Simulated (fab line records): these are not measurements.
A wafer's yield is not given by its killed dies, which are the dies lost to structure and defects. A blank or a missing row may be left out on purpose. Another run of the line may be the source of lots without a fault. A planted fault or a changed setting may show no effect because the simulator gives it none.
fab line records + flow n5-finfet
[record]
- lots = 9
- wafers = 27
- last-day = 16
route steps=1938 shown BEOL_M13@1692 PASSIVATION@1936
lots untouched by any fault: they come from a run of this same line in which no faults occurred
start-h: hours from the record's first day to the start of the lot's first wafer shown + wait-h: hours elapsed since this lot's preceding step + " the same as in the row above + L1.1+2: a row that stands for several wafers + - no value, or no start given + * or withheld: withheld + < > ~ a bound
route shown NAME@n: a module of which the file shows steps, and the number in the route of the first + usual: mean/standard deviation of fault-free wafers + same: alike in all rows + chamber/n: place in a boat + sites: per-site readings + _std_site: standard deviation across them + _edge_site: the outer-site mean with the inner-site mean subtracted + radius-mm: how far each site lies from the wafer's centre + mask NAME#n: copy n + behind: the last tool/chamber to shape the wafer + hold: reason for holding the lot/hours on hold/outcome of the hold + device: names the non-switching transistor (n, p or np) + end of line: tests of these same wafers at the route's end + for a step that has no rows: nothing shown but its recipe + killed: dies that structure and defects cost at the first sort, which is not the same as the wafer's yield + map: per-die view of a wafer (x killed, . not killed, _ where there is no die)
set.NAME: setting as actually run; set.NAME@STEP: the setting as run at that earlier step + model.NAME: the simulator's own value behind a step, which no gauge read
steps of the route over a sample of lots; a table a step, a row a wafer
services: the hour from which a tool's chamber was out of use, counted from the record's first day as start-h (under 0 if before that day), plus the number of hours and why
[[steps]]
[step N5_BEOL_M13_DESCUM_33]
[recipe]
- chemistry = O2
- time-s = 7.9
- source-power-w = 50
- bias-power-w = 20
- pressure-mtorr = 20
- rf-frequency-hz = 2.712e+07
- temp-c = 40
- o2-flow-sccm = 225
[usual]
- bias-power-w = 20.00/0.05
- drypump-motor-current-A = 6.0/0.56
- o2-flow-sccm = 225.0/0.72
- oes-product-au = 0.83/0.093
- rf-fwd-power-W = 49.34/0.24
- rf-vpp-V = 243.1/1.3
- showerhead-plenum-p-Torr = 2.08/0.064
- throttle-valve-pct = 20.39/0.25
| lot.wafer | tool        | chamber | start-h | wait-h | bias-power-w | drypump-motor-current-A | o2-flow-sccm | oes-product-au | rf-fwd-power-W | rf-hours-counter-h | rf-vpp-V | showerhead-plenum-p-Torr | throttle-valve-pct |
|-----------|-------------|---------|---------|--------|--------------|-------------------------|--------------|----------------|----------------|--------------------|----------|--------------------------|--------------------|
| L474.2    | rie-diel-06 | 2       | 248.07  | 0.0    | 20.00        | 4.9                     | 225.3        | 0.68           | 49.46          | 232                | 241.3    | 2.06                     | 20.73              |
| L474.3    | "           | 1       | "       | "      | 20.02        | 6.0                     | 224.6        | 0.93           | 49.07          | 12                 | 242.6    | 2.06                     | 20.42              |
| L474.5    | "           | 2       | "       | "      | 20.01        | 4.9                     | 225.5        | 0.68           | 49.29          | -                  | 242.7    | 2.06                     | 20.73              |
| L476.1    | rie-diel-03 | 1       | 257.79  | 0.0    | 20.04        | 5.8                     | 225.7        | 0.72           | 49.50          | 188                | 243.7    | 2.14                     | 20.46              |
| L476.4    | "           | 2       | "       | "      | 19.99        | 6.2                     | 225.2        | 0.94           | 49.23          | 14                 | 243.8    | 2.12                     | 19.85              |
| L476.5    | "           | 3       | "       | "      | 19.95        | 6.5                     | 225.2        | 1.01           | 49.54          | -                  | 243.2    | 2.07                     | 20.27              |
| L478.1    | rie-diel-04 | 1       | 264.52  | 0.1    | 20.03        | 6.5                     | 224.8        | 0.84           | 49.56          | 58                 | 241.9    | 2.03                     | 20.77              |
| L478.2    | "           | 2       | "       | "      | 20.01        | 5.1                     | 223.9        | 0.80           | 49.37          | 74                 | 243.4    | 2.00                     | 20.19              |
| L478.3    | "           | 0       | "       | "      | 19.98        | 6.4                     | 225.2        | 0.68           | 49.27          | 206                | 242.9    | 2.09                     | 20.36              |
| L479.2    | rie-diel-03 | 0       | 269.90  | 0.6    | 20.04        | 6.4                     | 223.9        | 0.75           | 49.41          | 187                | 242.4    | 1.99                     | 20.42              |
| L479.5    | "           | 1       | "       | "      | 19.97        | 5.8                     | 224.6        | 0.72           | 49.57          | -                  | 244.4    | 2.14                     | 20.45              |
| L479.6    | "           | 2       | "       | "      | 19.94        | 6.2                     | 223.1        | 0.95           | 49.13          | -                  | 243.3    | 2.11                     | 19.88              |
| L485.4    | rie-diel-06 | 1       | 309.88  | 0.0    | 19.99        | 6.0                     | 226.6        | 0.88           | 49.06          | -                  | 240.6    | 2.05                     | 20.46              |
| L485.5    | "           | 3       | "       | "      | 20.07        | 6.8                     | 224.3        | 0.93           | 49.59          | -                  | 246.5    | 2.21                     | 20.14              |
| L485.6    | "           | 0       | "       | "      | 19.88        | 6.1                     | 225.2        | 0.74           | 49.16          | -                  | 243.1    | 2.09                     | 20.60              |
| L486.2    | rie-diel-03 | 0       | 316.04  | 0.2    | 20.14        | 6.4                     | 224.2        | 0.72           | 49.56          | 204                | 241.0    | 1.98                     | 20.46              |
| L486.3    | "           | 1       | "       | "      | 20.00        | 5.8                     | 225.0        | 0.70           | 49.45          | 208                | 244.2    | 2.13                     | 20.50              |
| L486.5    | "           | 0       | "       | "      | 20.02        | 6.4                     | 224.7        | 0.72           | 49.53          | -                  | 242.9    | 1.99                     | 20.45              |
| L493.1    | rie-diel-06 | 2       | 352.12  | 0.0    | 20.02        | 4.9                     | 225.6        | 0.92           | 49.09          | 10                 | 242.3    | 2.05                     | 20.19              |
| L493.2    | "           | 3       | "       | "      | 19.92        | 6.8                     | 224.7        | 0.91           | 49.23          | 30                 | 244.3    | 2.21                     | 20.16              |
| L493.4    | "           | 1       | "       | "      | 19.90        | 6.0                     | 225.0        | 0.85           | 49.37          | -                  | 242.8    | 2.04                     | 20.48              |
| L492.1    | rie-diel-06 | 1       | 358.63  | 0.1    | 20.05        | 6.0                     | 224.3        | 0.85           | 49.03          | 54                 | 243.2    | 2.04                     | 20.47              |
| L492.2    | "           | 3       | "       | "      | 19.94        | 6.8                     | 224.7        | 0.89           | 49.54          | 33                 | 245.7    | 2.21                     | 20.15              |
| L492.5    | "           | 2       | "       | "      | 20.03        | 4.9                     | 224.0        | 0.91           | 48.94          | -                  | 242.0    | 2.05                     | 20.19              |
| L495.2    | rie-diel-03 | 3       | 366.96  | 0.5    | 20.02        | 6.5                     | 224.9        | 0.89           | 49.51          | 37                 | 242.0    | 2.06                     | 20.33              |
| L495.3    | "           | 0       | "       | "      | 19.96        | 6.4                     | 224.6        | 0.72           | 49.62          | 219                | 241.1    | 1.98                     | 20.47              |
| L495.6    | "           | 0       | "       | "      | 19.94        | 6.4                     | 225.1        | 0.71           | 49.59          | -                  | 241.9    | 1.98                     | 20.47              |
[step N5_BEOL_M13_ETCH_67]
[recipe]
- chemistry = CF4
- target = SiARC
- target-depth-a = 1430
- time-s = 238.3
- ion-energy-ev = 80
- pressure-mtorr = 40
- source-w = 545
- bias-w = 36
- Ar_flow_sccm = 100
- cf4-flow-sccm = 100
- ends = cleared
[usual]
- drypump-motor-current-A = 6.0/0.56
- etch-rf-on-time-s = 235/5.8
- oes-product-au = 0.71/0.079
- rf-fwd-power-W = 542.8/1.7
- rf-vpp-V = 183.9/1.1
- showerhead-plenum-p-Torr = 2.13/0.06
- throttle-valve-pct = 15.57/0.25
| lot.wafer | tool        | chamber | start-h | wait-h | drypump-motor-current-A | etch-rf-on-time-s | oes-product-au | rf-fwd-power-W | rf-hours-counter-h | rf-vpp-V | showerhead-plenum-p-Torr | throttle-valve-pct |
|-----------|-------------|---------|---------|--------|-------------------------|-------------------|----------------|----------------|--------------------|----------|--------------------------|--------------------|
| L474.2    | rie-diel-06 | 2       | 248.10  | 0.0    | 4.9                     | 234               | 0.60           | 543.9          | 232                | 184.5    | 2.12                     | 15.94              |
| L474.3    | "           | 1       | "       | "      | 5.9                     | 234               | 0.82           | 543.5          | 12                 | 184.0    | 2.10                     | 15.50              |
| L474.5    | "           | 2       | "       | "      | 4.9                     | 232               | 0.60           | 538.8          | -                  | 183.8    | 2.12                     | 15.94              |
| L476.1    | rie-diel-03 | 1       | 257.82  | 0.0    | 5.8                     | 233               | 0.64           | 542.4          | 188                | 183.9    | 2.19                     | 15.80              |
| L476.4    | "           | 2       | "       | "      | 6.2                     | 230               | 0.80           | 545.1          | 14                 | 183.9    | 2.16                     | 15.00              |
| L476.5    | "           | 3       | "       | "      | 6.4                     | 239               | 0.87           | 542.6          | -                  | 183.0    | 2.10                     | 15.28              |
| L478.1    | rie-diel-04 | 1       | 264.56  | 0.0    | 6.4                     | 242               | 0.71           | 544.4          | 58                 | 184.3    | 2.08                     | 15.79              |
| L478.2    | "           | 2       | "       | "      | 5.1                     | 239               | 0.68           | 543.1          | 74                 | 182.8    | 2.10                     | 15.65              |
| L478.3    | "           | 0       | "       | "      | 6.4                     | 250               | 0.57           | 540.8          | 206                | 183.0    | 2.12                     | 15.47              |
| L479.2    | rie-diel-03 | 0       | 269.93  | 0.0    | 6.4                     | 224               | 0.65           | 546.7          | 187                | 183.3    | 2.04                     | 15.68              |
| L479.5    | "           | 1       | "       | "      | 5.8                     | 233               | 0.63           | 543.4          | -                  | 185.7    | 2.19                     | 15.82              |
| L479.6    | "           | 2       | "       | "      | 6.2                     | 228               | 0.80           | 543.7          | -                  | 185.1    | 2.16                     | 15.00              |
| L485.4    | rie-diel-06 | 1       | 309.97  | 0.1    | 5.9                     | 232               | 0.77           | 541.7          | -                  | 183.3    | 2.09                     | 15.56              |
| L485.5    | "           | 3       | "       | "      | 6.8                     | 236               | 0.79           | 543.0          | -                  | 185.3    | 2.25                     | 15.33              |
| L485.6    | "           | 0       | "       | "      | 6.1                     | 230               | 0.65           | 543.5          | -                  | 184.3    | 2.14                     | 15.79              |
| L486.2    | rie-diel-03 | 0       | 316.07  | 0.0    | 6.4                     | 223               | 0.64           | 544.6          | 204                | 183.5    | 2.04                     | 15.70              |
| L486.3    | "           | 1       | "       | "      | 5.8                     | 232               | 0.63           | 543.8          | 208                | 184.0    | 2.19                     | 15.84              |
| L486.5    | "           | 0       | "       | "      | 6.4                     | 223               | 0.64           | 545.9          | -                  | 183.4    | 2.04                     | 15.73              |
| L493.1    | rie-diel-06 | 2       | 352.16  | 0.0    | 4.9                     | 232               | 0.80           | 541.5          | 10                 | 185.2    | 2.11                     | 15.43              |
| L493.2    | "           | 3       | "       | "      | 6.8                     | 237               | 0.76           | 545.4          | 30                 | 186.0    | 2.25                     | 15.37              |
| L493.4    | "           | 1       | "       | "      | 5.9                     | 234               | 0.75           | 543.5          | -                  | 184.5    | 2.09                     | 15.56              |
| L492.1    | rie-diel-06 | 1       | 358.66  | 0.0    | 5.9                     | 235               | 0.74           | 540.4          | 55                 | 183.1    | 2.09                     | 15.58              |
| L492.2    | "           | 3       | "       | "      | 6.8                     | 235               | 0.76           | 542.9          | 33                 | 185.3    | 2.25                     | 15.36              |
| L492.5    | "           | 2       | "       | "      | 4.9                     | 231               | 0.80           | 542.5          | -                  | 183.9    | 2.10                     | 15.41              |
| L495.2    | rie-diel-03 | 3       | 366.99  | 0.0    | 6.4                     | 237               | 0.77           | 544.1          | 37                 | 182.9    | 2.09                     | 15.36              |
| L495.3    | "           | 0       | "       | "      | 6.4                     | 226               | 0.62           | 541.6          | 219                | 182.4    | 2.03                     | 15.74              |
| L495.6    | "           | 0       | "       | "      | 6.4                     | 226               | 0.62           | 543.5          | -                  | 181.8    | 2.03                     | 15.74              |
[step N5_BEOL_M13_ETCH_68]
[recipe]
- chemistry = N2/H2
- target = SOC
- mask-material = SiARC
- source-w = 3000
- bias-w = 350
- temp-c = 40
- time-s = 355
- ion-energy-ev = 200
- pressure-mtorr = 30
- n2-flow-sccm = 200
- h2-flow-sccm = 200
[usual]
- drypump-motor-current-A = 6.0/0.57
- oes-product-au = 0.83/0.091
- rf-fwd-power-W = 2993/9.4
- rf-vpp-V = 523.7/2.4
- showerhead-plenum-p-Torr = 2.53/0.089
- throttle-valve-pct = 17.69/0.27
| lot.wafer | tool        | chamber | start-h | wait-h | drypump-motor-current-A | oes-product-au | rf-fwd-power-W | rf-hours-counter-h | rf-vpp-V | showerhead-plenum-p-Torr | throttle-valve-pct |
|-----------|-------------|---------|---------|--------|-------------------------|----------------|----------------|--------------------|----------|--------------------------|--------------------|
| L474.2    | rie-diel-06 | 2       | 248.25  | 0.1    | 4.9                     | 0.69           | 3003           | 232                | 523.6    | 2.50                     | 17.93              |
| L474.3    | "           | 1       | "       | "      | 6.0                     | 0.94           | 2991           | 12                 | 521.4    | 2.48                     | 17.53              |
| L474.5    | "           | 2       | "       | "      | 4.9                     | 0.69           | 2997           | -                  | 521.8    | 2.50                     | 17.93              |
| L476.1    | rie-diel-03 | 1       | 257.97  | 0.1    | 5.8                     | 0.72           | 2988           | 188                | 527.3    | 2.61                     | 17.84              |
| L476.4    | "           | 2       | "       | "      | 6.2                     | 0.93           | 3003           | 14                 | 525.3    | 2.56                     | 17.05              |
| L476.5    | "           | 3       | "       | "      | 6.5                     | 1.00           | 3002           | -                  | 521.7    | 2.50                     | 17.61              |
| L478.1    | rie-diel-04 | 1       | 264.71  | 0.1    | 6.5                     | 0.84           | 2985           | 58                 | 522.1    | 2.46                     | 18.04              |
| L478.2    | "           | 2       | "       | "      | 5.1                     | 0.80           | 2981           | 74                 | 520.4    | 2.46                     | 17.72              |
| L478.3    | "           | 0       | "       | "      | 6.3                     | 0.68           | 2995           | 206                | 524.5    | 2.53                     | 17.62              |
| L479.2    | rie-diel-03 | 0       | 270.08  | 0.1    | 6.4                     | 0.74           | 3000           | 188                | 518.8    | 2.41                     | 17.73              |
| L479.5    | "           | 1       | "       | "      | 5.8                     | 0.72           | 2988           | -                  | 525.6    | 2.61                     | 17.85              |
| L479.6    | "           | 2       | "       | "      | 6.2                     | 0.92           | 2997           | -                  | 526.0    | 2.56                     | 17.05              |
| L485.4    | rie-diel-06 | 1       | 310.15  | 0.1    | 6.0                     | 0.88           | 2990           | -                  | 522.5    | 2.47                     | 17.57              |
| L485.5    | "           | 3       | "       | "      | 6.8                     | 0.92           | 2977           | -                  | 528.4    | 2.72                     | 17.62              |
| L485.6    | "           | 0       | "       | "      | 6.1                     | 0.74           | 2993           | -                  | 523.9    | 2.53                     | 17.88              |
| L486.2    | rie-diel-03 | 0       | 316.22  | 0.1    | 6.4                     | 0.72           | 2978           | 204                | 520.8    | 2.40                     | 17.75              |
| L486.3    | "           | 1       | "       | "      | 5.8                     | 0.71           | 2977           | 208                | 525.7    | 2.61                     | 17.86              |
| L486.5    | "           | 0       | "       | "      | 6.4                     | 0.73           | 2980           | -                  | 520.1    | 2.40                     | 17.76              |
| L493.1    | rie-diel-06 | 2       | 352.30  | 0.1    | 4.9                     | 0.91           | 2975           | 10                 | 522.2    | 2.49                     | 17.41              |
| L493.2    | "           | 3       | "       | "      | 6.8                     | 0.90           | 2993           | 30                 | 528.5    | 2.71                     | 17.65              |
| L493.4    | "           | 1       | "       | "      | 6.0                     | 0.86           | 2983           | -                  | 523.0    | 2.46                     | 17.61              |
| L492.1    | rie-diel-06 | 1       | 358.81  | 0.1    | 6.0                     | 0.85           | 2984           | 55                 | 522.7    | 2.46                     | 17.61              |
| L492.2    | "           | 3       | "       | "      | 6.8                     | 0.89           | 2998           | 33                 | 527.6    | 2.71                     | 17.67              |
| L492.5    | "           | 2       | "       | "      | 4.9                     | 0.91           | 2993           | -                  | 522.9    | 2.48                     | 17.42              |
| L495.2    | rie-diel-03 | 3       | 367.14  | 0.1    | 6.5                     | 0.88           | 2995           | 37                 | 521.1    | 2.48                     | 17.68              |
| L495.3    | "           | 0       | "       | "      | 6.4                     | 0.71           | 2998           | 219                | 520.3    | 2.39                     | 17.81              |
| L495.6    | "           | 0       | "       | "      | 6.5                     | 0.70           | 2989           | -                  | 520.4    | 2.39                     | 17.80              |
[step N5_BEOL_M13_ANNEAL_48]
[recipe]
- temp-c = 225
- time-s = 90
- ambient = N2
[usual]
- anneal-temp-c = 225.00/0.18
- anneal-temp-c-max = 226.29/0.27
- wafer_temp_C_max = 225.70/0.21
| lot.wafer | tool          | chamber | start-h | wait-h | anneal-temp-c | anneal-temp-c-max | wafer_temp_C_max |
|-----------|---------------|---------|---------|--------|---------------|-------------------|------------------|
| L474.2    | rtp-anneal-01 | 0       | 249.77  | 0.2    | 224.54        | 225.62            | 225.61           |
| L474.3    | "             | 0       | "       | "      | 224.97        | 225.89            | 225.67           |
| L474.5    | "             | 0       | "       | "      | 224.94        | 226.10            | 225.47           |
| L476.1    | rtp-anneal-01 | 0       | 261.26  | 0.1    | 224.97        | 226.56            | 225.40           |
| L476.4    | "             | 0       | "       | "      | 224.84        | 226.08            | 225.54           |
| L476.5    | "             | 0       | "       | "      | 225.10        | 226.32            | 225.46           |
| L478.1    | rtp-anneal-01 | 0       | 266.65  | 0.1    | 224.92        | 226.43            | 225.42           |
| L478.2    | "             | 0       | "       | "      | 224.95        | 226.00            | 225.71           |
| L478.3    | "             | 0       | "       | "      | 224.99        | 226.38            | 225.54           |
| L479.2    | rtp-anneal-02 | 0       | 273.59  | 0.5    | 224.89        | 225.95            | 225.92           |
| L479.5    | "             | 0       | "       | "      | 224.85        | 226.16            | 225.80           |
| L479.6    | "             | 0       | "       | "      | 224.84        | 226.28            | 225.81           |
| L485.4    | rtp-anneal-01 | 0       | 311.62  | 0.2    | 225.17        | 226.46            | 225.59           |
| L485.5    | "             | 0       | "       | "      | 224.75        | 225.81            | 225.51           |
| L485.6    | "             | 0       | "       | "      | 225.19        | 226.23            | 225.95           |
| L486.2    | rtp-anneal-02 | 0       | 323.59  | 0.3    | 225.52        | 226.82            | 225.65           |
| L486.3    | "             | 0       | "       | "      | 225.22        | 226.33            | 225.43           |
| L486.5    | "             | 0       | "       | "      | 225.44        | 226.64            | 226.03           |
| L493.1    | rtp-anneal-01 | -       | 354.06  | 0.1    | -             | -                 | -                |
| L493.2    | "             | -       | "       | "      | -             | -                 | -                |
| L493.4    | "             | -       | "       | "      | -             | -                 | -                |
| L492.1    | rtp-anneal-01 | -       | 360.39  | 0.1    | -             | -                 | -                |
| L492.2    | "             | -       | "       | "      | -             | -                 | -                |
| L492.5    | "             | -       | "       | "      | -             | -                 | -                |
| L495.2    | rtp-anneal-02 | 0       | 370.00  | 0.3    | 225.05        | 226.27            | 225.73           |
| L495.3    | "             | 0       | "       | "      | 225.22        | 226.63            | 225.92           |
| L495.6    | "             | 0       | "       | "      | 225.18        | 226.52            | 225.91           |
[step N5_PASSIVATION_PROBE_49]
[usual]
- defect-limited-yield = 91.0/1.4
- killed_at_M0_to_M3 = 36/11
- killed_at_M4_up = 13/5.4
- killed-at-contacts = 12/6.4
- killed-at-front-end = 41/13
- killed-at-other = 2.9/2.3
- killed-dies = 106/17
- killed-open = 70/12
- killed-short = 34/8.4
- sort_bin_5_function = 5.2/1
- sort_bin_6_memory = 3.4/0.63
- sort-n-pass = 1074/18
- sort-yield-pct = 91.0/1.6
[same]
- gross-dies = 1180
- killed-at-back-side = 0
- sort_bin_4_leakage[%] = 0
- sort_bin_8_speed[%] = 0
| lot.wafer | tool      | chamber | start-h | wait-h | defect-limited-yield[%] | killed_at_M0_to_M3 | killed_at_M4_up | killed-at-contacts | killed-at-front-end | killed-at-other | killed-dies | killed-open | killed-short | sort_bin_5_function[%] | sort_bin_6_memory[%] | sort-n-pass | sort-yield-pct[%] |
|-----------|-----------|---------|---------|--------|-------------------------|--------------------|-----------------|--------------------|---------------------|-----------------|-------------|-------------|--------------|------------------------|----------------------|-------------|-------------------|
| L485.4    | prober-01 | -       | 339.68  | 0.2    | 92.5                    | 31                 | 5               | 20                 | 30                  | 3               | 89          | 61          | 27           | 4.2                    | 3.0                  | 1091        | 92.5              |
| L485.5    | prober-01 | -       | 339.73  | 0.2    | 93.5                    | 24                 | 18              | 8                  | 26                  | 1               | 77          | 57          | 20           | 4.3                    | 2.1                  | 1103        | 93.5              |
| L485.6    | prober-01 | -       | 339.78  | 0.3    | 91.9                    | 32                 | 7               | 13                 | 38                  | 5               | 95          | 68          | 26           | 4.7                    | 3.1                  | 1085        | 91.9              |
| L486.2    | prober-01 | -       | 348.04  | 0.1    | 89.0                    | 39                 | 25              | 11                 | 53                  | 2               | 130         | 85          | 42           | 6.8                    | 4.2                  | 1050        | 89.0              |
| L486.3    | prober-01 | -       | 348.09  | 0.1    | 89.7                    | 58                 | 13              | 13                 | 37                  | 0               | 121         | 72          | 47           | 6.1                    | 3.7                  | 1059        | 89.7              |
| L486.5    | prober-01 | -       | 348.19  | 0.2    | 90.8                    | 38                 | 6               | 7                  | 57                  | 0               | 108         | 61          | 44           | 4.7                    | 4.1                  | 1072        | 90.8              |
| L493.1    | prober-02 | -       | 381.34  | 0.0    | 90.2                    | 55                 | 8               | 11                 | 41                  | 1               | 116         | 79          | 35           | 6.7                    | 2.7                  | 1064        | 90.2              |
| L493.2    | prober-02 | -       | 381.39  | 0.1    | 90.0                    | 47                 | 12              | 15                 | 43                  | 1               | 118         | 74          | 41           | 6.2                    | 3.5                  | 1062        | 90.0              |
| L493.4    | prober-02 | -       | 381.49  | 0.2    | 89.7                    | 48                 | 10              | 16                 | 47                  | 1               | 122         | 75          | 44           | 6.0                    | 3.6                  | 1058        | 89.7              |
// killed by level:class
L485.4 MOL_CONTACT_COAG:geometric-particle:open=16 BEOL_M0_SAQP:geometric-particle:open=11 FIN_SAQP:geometric-particle:open=5 BEOL_M0:geometric-particle:open=5 STI_FIN_REVEAL:geometric-particle:open=4 DUMMY_GATE:geometric-particle:open=4 MOL_CONTACT_COAG:geometric-particle:short=4 BEOL_M0_SAQP:geometric-particle:short=4
L485.5 STI_FIN_REVEAL:geometric-particle:open=10 BEOL_M2:geometric-particle:open=10 MOL_CONTACT_COAG:geometric-particle:open=6 BEOL_M4:geometric-particle:open=6 FIN_SAQP:geometric-particle:open=4 BEOL_M3:geometric-particle:open=4 BEOL_M0_SAQP:geometric-particle:short=3 BEOL_M0_SAQP:geometric-particle:open=3
L485.6 STI_FIN_REVEAL:geometric-particle:open=17 MOL_CONTACT_COAG:geometric-particle:open=11 FIN_SAQP:geometric-particle:open=10 BEOL_M1:geometric-particle:open=6 BEOL_M3:geometric-particle:open=6 BEOL_M0_SAQP:geometric-particle:short=5 BEOL_M2:geometric-particle:open=5 STI_FIN_REVEAL:geometric-particle:short=4
L486.2 FIN_SAQP:geometric-particle:open=15 BEOL_M0_SAQP:geometric-particle:open=11 GATE_CUT:geometric-particle:open=8 BEOL_M4:geometric-particle:open=8 MOL_CONTACT_COAG:geometric-particle:open=7 BEOL_M1:geometric-particle:short=6 BEOL_M1:geometric-particle:open=6 BEOL_M3:geometric-particle:open=6
L486.3 BEOL_M0_SAQP:geometric-particle:short=15 BEOL_M3:geometric-particle:open=11 BEOL_M1:geometric-particle:short=10 MOL_CONTACT_COAG:geometric-particle:open=9 STI_FIN_REVEAL:geometric-particle:open=8 FIN_SAQP:geometric-particle:open=6 GATE_CUT:geometric-particle:open=6 BEOL_M0_SAQP:geometric-particle:open=6
L486.5 FIN_SAQP:geometric-particle:short=14 FIN_SAQP:geometric-particle:open=13 GATE_CUT:geometric-particle:short=11 BEOL_M1:geometric-particle:open=8 BEOL_M2:geometric-particle:open=7 STI_FIN_REVEAL:geometric-particle:open=6 MOL_CONTACT_COAG:geometric-particle:open=6 BEOL_M1:geometric-particle:short=6
L493.1 BEOL_M0_SAQP:geometric-particle:open=13 BEOL_M1:geometric-particle:open=12 BEOL_M2:geometric-particle:open=10 FIN_SAQP:geometric-particle:open=8 MOL_CONTACT_COAG:geometric-particle:open=8 FIN_SAQP:geometric-particle:short=7 STI_FIN_REVEAL:geometric-particle:open=7 DUMMY_GATE:geometric-particle:open=7
L493.2 MOL_CONTACT_COAG:geometric-particle:open=14 BEOL_M0_SAQP:geometric-particle:short=12 FIN_SAQP:geometric-particle:short=11 BEOL_M3:geometric-particle:open=9 BEOL_M1:geometric-particle:open=8 BEOL_M0_SAQP:geometric-particle:open=8 FIN_SAQP:geometric-particle:open=6 STI_FIN_REVEAL:geometric-particle:open=5
L493.4 FIN_SAQP:geometric-particle:short=17 BEOL_M0_SAQP:geometric-particle:open=17 MOL_CONTACT_COAG:geometric-particle:open=14 STI_FIN_REVEAL:geometric-particle:open=11 BEOL_M0_SAQP:geometric-particle:short=11 DUMMY_GATE:geometric-particle:open=8 BEOL_M1:geometric-particle:open=8 FIN_SAQP:geometric-particle:open=4
[[services]]
| tool        | chamber | start-h | hours | kind                          |
|-------------|---------|---------|-------|-------------------------------|
| rie-diel-03 | 3       | 235.47  | -     | clean                         |
| rie-diel-03 | 3       | 235.47  | -     | consumable-replace:focus-ring |
| rie-diel-03 | 3       | 235.47  | 22.2  | scheduled-down                |
| rie-diel-03 | 3       | 235.47  | 22.2  | vent-cycle                    |
| rie-diel-06 | 3       | 243.38  | -     | clean                         |
| rie-diel-06 | 3       | 243.38  | -     | consumable-replace:focus-ring |
| rie-diel-06 | 3       | 243.38  | -     | consumable-replace:showerhead |
| rie-diel-06 | 3       | 243.38  | 15.5  | scheduled-down                |
| rie-diel-06 | 3       | 243.38  | 15.5  | vent-cycle                    |
| rie-diel-03 | 0       | 248.64  | 2.4   | repair                        |
| rie-diel-04 | 0       | 270.55  | 4.8   | repair                        |
| rie-diel-04 | -       | 287.94  | 14.6  | pm                            |
| rie-diel-06 | 2       | 298.30  | -     | clean                         |
| rie-diel-06 | 2       | 298.30  | -     | consumable-replace:focus-ring |
| rie-diel-06 | 2       | 298.30  | 21.3  | scheduled-down                |
| rie-diel-06 | 2       | 298.30  | 21.3  | vent-cycle                    |
| rie-diel-03 | 0       | 321.20  | 4.8   | repair                        |
[[key]]
[first-sign]
- step = N5_BEOL_M13_ANNEAL_48
- reading = tool-record
- direction = missing
effect none on later readings
met-at N5_BEOL_M13_ANNEAL_48
struck-lots L492,L493
not-acting-at N5_BEOL_M13_DESCUM_33,N5_BEOL_M13_ETCH_67,N5_BEOL_M13_ETCH_68
onset-between 311.62 354.06
[fault]
- kind = skipped-step-whole
- tool = rtp-anneal-01
- chamber = -
- onset-h = 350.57
- steps = N5_BEOL_M13_ANNEAL_48
- scope = struck-lots-only
